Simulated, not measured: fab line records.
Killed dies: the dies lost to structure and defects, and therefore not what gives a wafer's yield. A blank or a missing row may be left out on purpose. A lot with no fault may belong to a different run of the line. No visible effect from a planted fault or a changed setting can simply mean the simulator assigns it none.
fab line records -- flow n5_finfet -- part 1 of 2: steps 1 to 26 of 36
record lots=5, wafers=15, last_day=19
route steps=1938 shown WELL_APT@31 PMOS_HMC_CHANNEL_EPI@57
lots that met no fault: from a run of the same line without faults
start_h: the number of hours between the record's first day and the start of the first shown wafer of the lot -- wait_h: time in hours since the lot's previous step -- " the same as in the row above -- L1.1+2: several wafers, shown together as one row -- - value missing, or start not given -- * or withheld: withheld -- < > ~ a bound
route shown NAME@n: NAME is a module with steps in the file, n the number in the route of the first one -- usual: mean and standard deviation over wafers with no fault -- same: alike in all rows -- chamber/n: place in a boat -- sites: the reading at each site -- _std_site: their standard deviation -- _edge_site: outer sites' mean less inner sites' -- radius_mm: how far each site lies from the wafer's centre -- mask NAME#n: copy n -- behind: tool/chamber where the wafer was last shaped -- hold: why the lot was held/for how many hours/how that ended -- device: transistor that didn't switch, given as n, p or np -- end of line: tests of these same wafers at the route's end -- a step without rows: its recipe alone -- killed: count of dies lost to structure and defects at first sort (not the wafer's yield) -- map: a wafer's dies, x killed, . not, _ none there
set.NAME: the run value of the setting; set.NAME@STEP: its run value at that earlier step -- model.NAME: the simulator's own value behind a step, which no gauge read
lots seen at some steps along the route; tables by step, rows by wafer
services: from which hour (start_h, from the record's first day; less than 0 if before it) a tool's chamber was out of use, for how many hours, and why
## steps
# step N5_WELL_APT_DESCUM_13
# recipe chemistry=O2, time_s=7.9, source_power_w=50, bias_power_w=20, pressure_mtorr=20, rf_frequency_hz=2.712e+07, temp_c=40, o2_flow_sccm=225
# usual drypump_motor_current_A=5.7/0.4, oes_product_au=0.77/0.087, rf_vpp_V=243.1/1.6, showerhead_plenum_p_Torr=2.09/0.085, throttle_valve_pct=20.52/0.28
lot.wafer,tool,chamber,start_h,wait_h,drypump_motor_current_A,oes_product_au,rf_hours_counter_h,rf_vpp_V,showerhead_plenum_p_Torr,throttle_valve_pct
L074.4,rie_diel-03,0,13.95,0.2,6.2,0.76,131,244.6,2.20,20.59
L074.5,rie_diel-03,0,13.95,0.2,6.2,0.76,-,247.0,2.20,20.60
L074.6,rie_diel-03,3,13.95,0.2,5.2,0.74,-,242.0,2.00,20.68
L075.3,rie_diel-03,2,19.79,0.0,5.2,0.74,181,243.6,2.10,20.78
L075.4,rie_diel-03,3,19.79,0.0,5.1,0.73,173,242.1,2.00,20.68
L075.6,rie_diel-03,1,19.79,0.0,6.1,0.71,-,244.0,2.08,20.21
L081.1,rie_diel-01,3,55.99,0.2,5.7,0.71,218,240.5,1.98,21.01
L081.3,rie_diel-01,1,55.99,0.2,6.1,0.68,247,243.1,2.14,20.49
L081.4,rie_diel-01,0,55.99,0.2,5.2,0.85,50,244.5,2.21,20.34
L091.1,rie_diel-03,0,115.94,0.0,6.2,0.72,173,242.9,2.18,20.65
L091.5,rie_diel-03,1,115.94,0.0,6.1,0.69,-,240.5,2.07,20.25
L091.6,rie_diel-03,2,115.94,0.0,5.2,0.70,-,242.1,2.09,20.81
L095.1,rie_diel-01,1,143.75,0.0,6.1,0.91,22,242.8,2.13,20.07
L095.4,rie_diel-01,0,143.75,0.0,5.1,0.81,-,245.2,2.20,20.41
L095.5,rie_diel-01,2,143.75,0.0,5.5,0.90,-,244.8,2.14,20.26
# step N5_WELL_APT_IMPLANT_14
# recipe species=P, energy_kev=160, dose_cm2=1.5e+13, tilt_deg=0, rotation_deg=0
lot.wafer,tool,chamber,start_h,wait_h
L074.4+5+6,implanter-01,0,14.13,0.2
L075.3+4+6,implanter-02,0,19.95,0.1
L081.1+3+4,implanter-02,0,56.09,0.1
L091.1+5+6,implanter-01,0,116.04,0.1
L095.1+4+5,implanter-02,0,143.84,0.1
# step N5_WELL_APT_IMPLANT_15
# recipe species=As, energy_kev=25, dose_cm2=1.5e+13, tilt_deg=0, rotation_deg=0
lot.wafer,tool,chamber,start_h,wait_h
L074.4+5+6,implanter-01,0,14.31,0.1
L075.3+4+6,implanter-02,0,20.13,0.1
L081.1+3+4,implanter-02,0,56.27,0.1
L091.1+5+6,implanter-01,0,116.22,0.1
L095.1+4+5,implanter-02,0,144.02,0.1
# step N5_WELL_APT_STRIP_16
# recipe chemistry=SPM, time_s=900, temp_c=130, h2so4_h2o2_vol_ratio=4, dry=ipa_marangoni
lot.wafer,tool,chamber,start_h,wait_h
L074.4+5+6,wet_bench-04,"3,5,2",14.43,0.1
L075.3+4+6,wet_bench-01,"5,2,0",20.29,0.1
L081.1+3+4,wet_bench-06,"6,1,0",56.48,0.2
L091.1+5+6,wet_bench-01,"3,0,1",116.43,0.2
L095.1+4+5,wet_bench-04,"4,1,5",144.23,0.2
# step N5_WELL_APT_HMDS_18
# recipe time_s=60, temp_c=120
# usual chill_plate_temp_C=22.98/0.099, heater_power_total_W=196.6/2.3
lot.wafer,tool,chamber,start_h,wait_h,chill_plate_temp_C,heater_power_total_W
L074.4,litho_track-01,0,14.71,0.0,23.05,193.9
L074.5,litho_track-01,0,14.71,0.0,23.17,196.5
L074.6,litho_track-01,0,14.71,0.0,23.02,194.2
L075.3,litho_track-05,0,20.57,0.0,23.02,198.4
L075.4,litho_track-05,0,20.57,0.0,23.10,193.8
L075.6,litho_track-05,0,20.57,0.0,23.00,193.9
L081.1,litho_track-05,0,56.75,0.0,22.93,194.9
L081.3,litho_track-05,0,56.75,0.0,22.90,194.1
L081.4,litho_track-05,0,56.75,0.0,22.97,198.6
L091.1,litho_track-01,0,116.70,0.0,22.96,195.0
L091.5,litho_track-01,0,116.70,0.0,22.91,194.0
L091.6,litho_track-01,0,116.70,0.0,23.05,193.9
L095.1,litho_track-01,0,144.76,0.0,22.97,197.4
L095.4,litho_track-01,0,144.76,0.0,23.11,197.1
L095.5,litho_track-01,0,144.76,0.0,23.07,194.0
# step N5_WELL_APT_COAT_19
# recipe spin_rpm=1357, resist_thk_nm=950
# usual chill_plate_temp_C=23.02/0.11
lot.wafer,tool,chamber,start_h,wait_h,chill_plate_temp_C
L074.4,litho_track-01,0,-,-,22.97
L074.5,litho_track-01,0,-,-,22.92
L074.6,litho_track-01,0,-,-,22.89
L075.3,litho_track-05,0,-,-,23.13
L075.4,litho_track-05,0,-,-,23.10
L075.6,litho_track-05,0,-,-,23.15
L081.1,litho_track-05,0,-,-,22.83
L081.3,litho_track-05,0,-,-,23.04
L081.4,litho_track-05,0,-,-,22.90
L091.1,litho_track-01,0,-,-,22.98
L091.5,litho_track-01,0,-,-,22.96
L091.6,litho_track-01,0,-,-,22.94
L095.1,litho_track-01,0,-,-,23.01
L095.4,litho_track-01,0,-,-,22.98
L095.5,litho_track-01,0,-,-,22.98
# step N5_WELL_APT_EBR_21
# recipe solvent=PGMEA, ebr_width_mm=1.5
# usual chill_plate_temp_C=23.01/0.11
lot.wafer,tool,chamber,start_h,wait_h,chill_plate_temp_C
L074.4,litho_track-01,0,-,-,22.97
L074.5,litho_track-01,0,-,-,22.93
L074.6,litho_track-01,0,-,-,22.78
L075.3,litho_track-05,0,-,-,23.07
L075.4,litho_track-05,0,-,-,23.01
L075.6,litho_track-05,0,-,-,22.88
L081.1,litho_track-05,0,-,-,22.88
L081.3,litho_track-05,0,-,-,23.09
L081.4,litho_track-05,0,-,-,23.16
L091.1,litho_track-01,0,-,-,22.93
L091.5,litho_track-01,0,-,-,23.06
L091.6,litho_track-01,0,-,-,23.05
L095.1,litho_track-01,0,-,-,22.86
L095.4,litho_track-01,0,-,-,22.80
L095.5,litho_track-01,0,-,-,22.92
# step N5_WELL_APT_SOFTBAKE_20
# recipe temp_c=130, time_s=60
# usual chill_plate_temp_C=23.00/0.11, heater_power_total_W=218.8/1.6
lot.wafer,tool,chamber,start_h,wait_h,chill_plate_temp_C,heater_power_total_W
L074.4,litho_track-01,0,-,-,23.06,219.4
L074.5,litho_track-01,0,-,-,23.01,216.5
L074.6,litho_track-01,0,-,-,23.09,220.8
L075.3,litho_track-05,0,-,-,22.80,221.0
L075.4,litho_track-05,0,-,-,22.90,218.0
L075.6,litho_track-05,0,-,-,23.02,217.9
L081.1,litho_track-05,0,-,-,22.95,219.6
L081.3,litho_track-05,0,-,-,23.03,219.4
L081.4,litho_track-05,0,-,-,23.09,221.1
L091.1,litho_track-01,0,-,-,23.05,219.1
L091.5,litho_track-01,0,-,-,23.05,220.9
L091.6,litho_track-01,0,-,-,23.01,217.0
L095.1,litho_track-01,0,-,-,23.20,219.2
L095.4,litho_track-01,0,-,-,23.04,217.2
L095.5,litho_track-01,0,-,-,23.08,220.2
# step N5_WELL_APT_EXPOSE_22
# recipe mask_id=PWELL, na=0.8, source_shape=conventional, sigma_outer=0.8, polarization=unpolarized, defocus_nm=0, target_cd_nm=200, dose_mj=23.2
lot.wafer,tool,chamber,start_h,wait_h,mask
L074.4+5+6,krf_scanner-01,0,14.95,-,PWELL#0
L075.3+4+6,krf_scanner-01,0,20.68,-,PWELL#0
L081.1+3+4,krf_scanner-01,0,56.85,-,PWELL#0
L091.1+5+6,krf_scanner-02,0,116.92,-,PWELL#0
L095.1+4+5,krf_scanner-01,0,144.88,-,PWELL#0
# step N5_WELL_APT_PEB_23
# recipe peb_temp_c=130, peb_time_s=90
# usual chill_plate_temp_C=23.00/0.12, heater_power_total_W=172.4/0.81
lot.wafer,tool,chamber,start_h,wait_h,chill_plate_temp_C,heater_power_total_W
L074.4,litho_track-01,0,14.99,0.0,23.02,172.4
L074.5,litho_track-01,0,14.99,0.0,22.98,172.1
L074.6,litho_track-01,0,14.99,0.0,23.17,172.1
L075.3,litho_track-01,0,20.73,0.0,23.09,172.9
L075.4,litho_track-01,0,20.73,0.0,23.06,173.0
L075.6,litho_track-01,0,20.73,0.0,22.97,172.2
L081.1,litho_track-01,0,56.91,0.1,22.82,171.9
L081.3,litho_track-01,0,56.91,0.1,22.98,172.0
L081.4,litho_track-01,0,56.91,0.1,22.85,173.9
L091.1,litho_track-02,0,116.98,0.1,22.99,172.3
L091.5,litho_track-02,0,116.98,0.1,23.05,171.5
L091.6,litho_track-02,0,116.98,0.1,23.01,172.7
L095.1,litho_track-02,0,144.93,0.1,23.11,172.7
L095.4,litho_track-02,0,144.93,0.1,22.82,171.8
L095.5,litho_track-02,0,144.93,0.1,22.83,172.2
# step N5_WELL_APT_DEVELOP_24
# recipe develop_time_s=45, rinse_liquid=surfactant_rinse, dry=air_spin, dev_temp_c=21
# usual chill_plate_temp_C=23.01/0.098
lot.wafer,tool,chamber,start_h,wait_h,chill_plate_temp_C
L074.4,litho_track-01,0,-,-,23.13
L074.5,litho_track-01,0,-,-,23.08
L074.6,litho_track-01,0,-,-,23.07
L075.3,litho_track-01,0,-,-,23.01
L075.4,litho_track-01,0,-,-,22.97
L075.6,litho_track-01,0,-,-,23.03
L081.1,litho_track-01,0,-,-,22.91
L081.3,litho_track-01,0,-,-,23.08
L081.4,litho_track-01,0,-,-,22.99
L091.1,litho_track-02,0,-,-,23.03
L091.5,litho_track-02,0,-,-,23.07
L091.6,litho_track-02,0,-,-,23.00
L095.1,litho_track-02,0,-,-,22.85
L095.4,litho_track-02,0,-,-,22.98
L095.5,litho_track-02,0,-,-,23.06
# step N5_WELL_APT_HARDBAKE_29
# recipe temp_c=130, time_s=120
# usual chill_plate_temp_C=23.00/0.099, heater_power_total_W=148.0/0.89
lot.wafer,tool,chamber,start_h,wait_h,chill_plate_temp_C,heater_power_total_W
L074.4,litho_track-01,0,-,-,23.07,148.8
L074.5,litho_track-01,0,-,-,22.94,147.8
L074.6,litho_track-01,0,-,-,22.86,146.3
L075.3,litho_track-01,0,-,-,22.96,147.4
L075.4,litho_track-01,0,-,-,23.10,148.7
L075.6,litho_track-01,0,-,-,22.90,147.4
L081.1,litho_track-01,0,-,-,22.96,146.4
L081.3,litho_track-01,0,-,-,23.04,148.5
L081.4,litho_track-01,0,-,-,22.91,147.3
L091.1,litho_track-02,0,-,-,23.25,147.1
L091.5,litho_track-02,0,-,-,22.86,147.7
L091.6,litho_track-02,0,-,-,23.10,149.1
L095.1,litho_track-02,0,-,-,23.00,149.3
L095.4,litho_track-02,0,-,-,22.86,147.7
L095.5,litho_track-02,0,-,-,23.03,148.2
# step N5_WELL_APT_CD_MEAS_25
# recipe target_cd_nm=200, landing_energy_ev=500, detector=se_inlens
# usual cd_nm=200.0/2
lot.wafer,tool,chamber,start_h,wait_h,cd_nm
L074.4,cd_sem-03,0,15.11,-,202.2
L074.5,cd_sem-03,0,15.11,-,201.0
L074.6,cd_sem-03,0,15.11,-,197.8
L075.3,cd_sem-02,0,20.85,-,201.6
L075.4,cd_sem-02,0,20.85,-,202.8
L075.6,cd_sem-02,0,20.85,-,198.6
L081.1,cd_sem-02,0,57.03,-,198.0
L081.3,cd_sem-02,0,57.03,-,194.9
L081.4,cd_sem-02,0,57.03,-,197.8
L091.1,cd_sem-03,0,117.10,-,198.4
L091.5,cd_sem-03,0,117.10,-,199.8
L091.6,cd_sem-03,0,117.10,-,199.2
L095.1,cd_sem-01,0,145.05,-,200.3
L095.4,cd_sem-01,0,145.05,-,201.6
L095.5,cd_sem-01,0,145.05,-,199.4
# step N5_WELL_APT_OVL_MEAS_26
# recipe points_per_wafer=44
# usual PWELL_OVL=4/6
lot.wafer,tool,chamber,start_h,wait_h,PWELL_OVL[nm]
L074.4,overlay-02,0,15.14,0.0,1
L074.5,overlay-02,0,15.14,0.0,-4
L074.6,overlay-02,0,15.14,0.0,-3
L075.3,overlay-02,0,20.88,0.0,-1
L075.4,overlay-02,0,20.88,0.0,1
L075.6,overlay-02,0,20.88,0.0,1
L081.1,overlay-01,0,57.06,0.0,4
L081.3,overlay-01,0,57.06,0.0,3
L081.4,overlay-01,0,57.06,0.0,10
L091.1,overlay-01,0,117.13,0.0,9
L091.5,overlay-01,0,117.13,0.0,5
L091.6,overlay-01,0,117.13,0.0,17
L095.1,overlay-02,0,145.08,0.0,9
L095.4,overlay-02,0,145.08,0.0,7
L095.5,overlay-02,0,145.08,0.0,15
# step N5_WELL_APT_INSPECT_27
# recipe mode=adi, inspect_instrument=macro
# usual raw_defect_count=2/1.5
lot.wafer,tool,chamber,start_h,wait_h,raw_defect_count
L074.4,defect_inspect-02,-,15.16,0.0,1
L074.5,defect_inspect-02,-,15.16,0.0,2
L074.6,defect_inspect-02,-,15.16,0.0,1
L075.3,defect_inspect-01,-,20.90,0.0,1
L075.4,defect_inspect-01,-,20.90,0.0,1
L075.6,defect_inspect-01,-,20.90,0.0,2
L081.1,defect_inspect-01,-,57.08,0.0,2
L081.3,defect_inspect-01,-,57.08,0.0,2
L081.4,defect_inspect-01,-,57.08,0.0,1
L091.1,defect_inspect-01,-,117.15,0.0,1
L091.5,defect_inspect-01,-,117.15,0.0,2
L091.6,defect_inspect-01,-,117.15,0.0,2
L095.1,defect_inspect-01,-,145.10,0.0,0
L095.4,defect_inspect-01,-,145.10,0.0,5
L095.5,defect_inspect-01,-,145.10,0.0,5
# step N5_WELL_APT_DESCUM_30
# recipe chemistry=O2, time_s=7.9, source_power_w=50, bias_power_w=20, pressure_mtorr=20, rf_frequency_hz=2.712e+07, temp_c=40, o2_flow_sccm=225
# usual drypump_motor_current_A=5.8/0.42, oes_product_au=0.75/0.075, rf_vpp_V=243.1/1.4, showerhead_plenum_p_Torr=2.10/0.075, throttle_valve_pct=20.52/0.25
lot.wafer,tool,chamber,start_h,wait_h,drypump_motor_current_A,oes_product_au,rf_hours_counter_h,rf_vpp_V,showerhead_plenum_p_Torr,throttle_valve_pct
L074.4,rie_diel-05,0,15.28,0.1,6.1,0.72,188,242.1,2.00,20.29
L074.5,rie_diel-05,1,15.28,0.1,5.5,0.72,-,243.4,2.07,20.47
L074.6,rie_diel-05,0,15.28,0.1,6.1,0.72,-,242.7,2.00,20.30
L075.3,rie_diel-05,0,20.94,0.0,6.1,0.72,191,241.0,1.99,20.31
L075.4,rie_diel-05,3,20.94,0.0,6.1,0.77,156,241.0,2.02,20.42
L075.6,rie_diel-05,2,20.94,0.0,6.1,0.78,-,243.3,2.20,20.65
L081.1,rie_diel-03,1,57.38,0.3,6.1,0.70,225,242.7,2.08,20.23
L081.3,rie_diel-03,2,57.38,0.3,5.2,0.74,194,243.5,2.10,20.78
L081.4,rie_diel-03,0,57.38,0.3,6.2,0.74,146,244.4,2.19,20.63
L091.1,rie_diel-03,2,117.22,0.1,5.2,0.71,222,243.6,2.09,20.82
L091.5,rie_diel-03,2,117.22,0.1,5.2,0.71,-,242.2,2.09,20.82
L091.6,rie_diel-03,1,117.22,0.1,6.1,0.68,-,242.4,2.07,20.26
L095.1,rie_diel-01,0,145.22,0.1,5.1,0.82,86,244.9,2.20,20.39
L095.4,rie_diel-01,0,145.22,0.1,5.2,0.81,-,246.0,2.20,20.41
L095.5,rie_diel-01,1,145.22,0.1,6.1,0.92,-,245.4,2.13,20.06
# step N5_WELL_APT_IMPLANT_31
# recipe species=B, energy_kev=60, dose_cm2=1.5e+13, tilt_deg=0, rotation_deg=0
lot.wafer,tool,chamber,start_h,wait_h
L074.4+5+6,implanter-01,0,15.47,0.2
L075.3+4+6,implanter-01,0,21.09,0.1
L081.1+3+4,implanter-01,0,57.48,0.1
L091.1+5+6,implanter-02,0,117.32,0.1
L095.1+4+5,implanter-01,0,145.32,0.1
# step N5_WELL_APT_IMPLANT_32
# recipe species=BF2, energy_kev=50, dose_cm2=2e+13, tilt_deg=0, rotation_deg=0
lot.wafer,tool,chamber,start_h,wait_h
L074.4+5+6,implanter-01,0,15.65,0.1
L075.3+4+6,implanter-01,0,21.27,0.1
L081.1+3+4,implanter-01,0,57.66,0.1
L091.1+5+6,implanter-02,0,117.50,0.1
L095.1+4+5,implanter-01,0,145.50,0.1
# step N5_WELL_APT_STRIP_33
# recipe chemistry=SPM, time_s=900, temp_c=130, h2so4_h2o2_vol_ratio=4, dry=ipa_marangoni
lot.wafer,tool,chamber,start_h,wait_h
L074.4+5+6,wet_bench-01,"5,0,3",15.78,0.1
L075.3+4+6,wet_bench-04,"6,0,5",21.42,0.1
L081.1+3+4,wet_bench-06,"7,6,5",57.87,0.2
L091.1+5+6,wet_bench-01,"2,5,3",117.70,0.2
L095.1+4+5,wet_bench-06,"1,7,5",145.71,0.2
# step N5_WELL_APT_RTA_34
# recipe temp_c=1000, time_s=10, ambient=N2, idle_temp_c=600, ramp_up_c_per_s=150, ramp_down_c_per_s=60, cool_to_c=600
# usual lamp_power_pct=13.00/0.052, lamp_zone_5_pct=13.00/0.034, wafer_temp_C_max=1003.7/1.2
lot.wafer,tool,chamber,start_h,wait_h,lamp_power_pct,lamp_zone_5_pct,wafer_temp_C_max
L074.4,rtp_anneal-01,0,16.12,0.1,13.06,12.94,1002.8
L074.5,rtp_anneal-01,0,16.12,0.1,12.89,12.99,1004.5
L074.6,rtp_anneal-01,0,16.12,0.1,12.92,13.02,1004.2
L075.3,rtp_anneal-02,0,21.85,0.2,13.04,13.02,1002.5
L075.4,rtp_anneal-02,0,21.85,0.2,13.04,13.01,1002.0
L075.6,rtp_anneal-02,0,21.85,0.2,13.04,13.02,1004.2
L081.1,rtp_anneal-01,0,58.14,0.0,13.09,13.03,1002.3
L081.3,rtp_anneal-01,0,58.14,0.0,12.98,12.99,1005.2
L081.4,rtp_anneal-01,0,58.14,0.0,13.01,12.98,1002.6
L091.1,rtp_anneal-02,0,118.03,0.1,12.97,12.99,1002.6
L091.5,rtp_anneal-02,0,118.03,0.1,12.97,13.00,1005.1
L091.6,rtp_anneal-02,0,118.03,0.1,12.96,13.03,1003.3
L095.1,rtp_anneal-01,0,146.44,0.5,13.02,12.96,1002.7
L095.4,rtp_anneal-01,0,146.44,0.5,12.91,13.02,1004.2
L095.5,rtp_anneal-01,0,146.44,0.5,13.08,13.02,1002.8
# step N5_WELL_APT_OXIDE_STRIP_42
# recipe chemistry=dHF, dilution=25:1, time_s=45, temp_c=25, target=SiO2, target_depth_a=120
lot.wafer,tool,chamber,start_h,wait_h
L074.4+5+6,wet_bench-04,"3,7,5",16.20,0.1
L075.3+4+6,wet_bench-06,"3,5,4",21.96,0.1
L081.1+3+4,wet_bench-06,"0,6,2",58.29,0.1
L091.1+5+6,wet_bench-04,"1,4,2",118.18,0.1
L095.1+4+5,wet_bench-06,"6,3,2",146.59,0.1
# step N5_WELL_APT_PRECLEAN_36
# recipe chemistry=O3/DIW, time_s=45, temp_c=22, o3_ppm=10
lot.wafer,tool,chamber,start_h,wait_h
L074.4+5+6,wet_bench-04,"3,7,5",16.22,0.0
L075.3+4+6,wet_bench-06,"3,5,4",21.97,0.0
L081.1+3+4,wet_bench-06,"0,6,2",58.30,0.0
L091.1+5+6,wet_bench-04,"1,4,2",118.19,0.0
L095.1+4+5,wet_bench-06,"6,3,2",146.60,0.0
# step N5_WELL_APT_PRECLEAN_39
# recipe chemistry=dHF, time_s=60, dilution=150:1, temp_c=25
lot.wafer,tool,chamber,start_h,wait_h
L074.4+5+6,wet_bench-04,"3,7,5",16.23,0.0
L075.3+4+6,wet_bench-06,"3,5,4",21.98,0.0
L081.1+3+4,wet_bench-06,"0,6,2",58.31,0.0
L091.1+5+6,wet_bench-04,"1,4,2",118.21,0.0
L095.1+4+5,wet_bench-06,"6,3,2",146.61,0.0
# step N5_WELL_APT_SRD_37
# recipe dry=ipa_marangoni, do_ppb=5, time_s=30, temp_c=23, rinse_liquid=diw
lot.wafer,tool,chamber,start_h,wait_h
L074.4+5+6,wet_bench-04,"3,7,5",16.25,0.0
L075.3+4+6,wet_bench-06,"3,5,4",22.00,0.0
L081.1+3+4,wet_bench-06,"0,6,2",58.33,0.0
L091.1+5+6,wet_bench-04,"1,4,2",118.22,0.0
L095.1+4+5,wet_bench-06,"6,3,2",146.63,0.0
# step N5_WELL_APT_EPI_41
# recipe material=Si, target_thk_a=500, temp_c=650, precursor=SiH4/H2, pressure_torr=20, time_s=297.7
# usual lamp_inner_pct=15.0/0.59, susceptor_temp_C_max=651.5/0.63, throttle_valve_pct=11.46/0.28
lot.wafer,tool,chamber,start_h,wait_h,lamp_inner_pct,susceptor_temp_C_max,throttle_valve_pct
L074.4,epi_rpcvd-03,0,16.60,0.3,15.5,651.4,11.58
L074.5,epi_rpcvd-03,0,16.60,0.3,15.5,651.4,11.60
L074.6,epi_rpcvd-03,0,16.60,0.3,15.3,650.6,11.76
L075.3,epi_rpcvd-01,0,22.25,0.2,14.2,651.6,11.26
L075.4,epi_rpcvd-01,0,22.25,0.2,14.2,651.9,11.32
L075.6,epi_rpcvd-01,0,22.25,0.2,14.3,651.4,11.50
L081.1,epi_rpcvd-03,0,58.38,0.0,15.6,651.6,11.94
L081.3,epi_rpcvd-03,0,58.38,0.0,15.5,651.2,11.77
L081.4,epi_rpcvd-03,0,58.38,0.0,15.5,651.4,11.67
L091.1,epi_rpcvd-03,0,118.27,0.0,15.6,650.6,11.60
L091.5,epi_rpcvd-03,0,118.27,0.0,15.4,651.0,11.61
L091.6,epi_rpcvd-03,0,118.27,0.0,15.4,650.7,11.83
L095.1,epi_rpcvd-03,0,146.68,0.0,15.6,651.1,11.93
L095.4,epi_rpcvd-03,0,146.68,0.0,15.6,650.9,11.56
L095.5,epi_rpcvd-03,0,146.68,0.0,15.7,651.5,11.81
# step N5_WELL_APT_INSPECT_38
# recipe inspect_instrument=darkfield, mode=post_epi
# usual raw_defect_count=13/4.8
lot.wafer,tool,chamber,start_h,wait_h,raw_defect_count
L074.4,defect_inspect-01,-,16.93,0.2,8
L074.5,defect_inspect-01,-,16.93,0.2,11
L074.6,defect_inspect-01,-,16.93,0.2,11
L075.3,defect_inspect-01,-,22.69,0.3,10
L075.4,defect_inspect-01,-,22.69,0.3,24
L075.6,defect_inspect-01,-,22.69,0.3,12
L081.1,defect_inspect-02,-,59.02,0.5,15
L081.3,defect_inspect-02,-,59.02,0.5,11
L081.4,defect_inspect-02,-,59.02,0.5,12
L091.1,defect_inspect-02,-,118.91,0.5,22
L091.5,defect_inspect-02,-,118.91,0.5,19
L091.6,defect_inspect-02,-,118.91,0.5,10
L095.1,defect_inspect-02,-,147.31,0.5,27
L095.4,defect_inspect-02,-,147.31,0.5,18
L095.5,defect_inspect-02,-,147.31,0.5,11
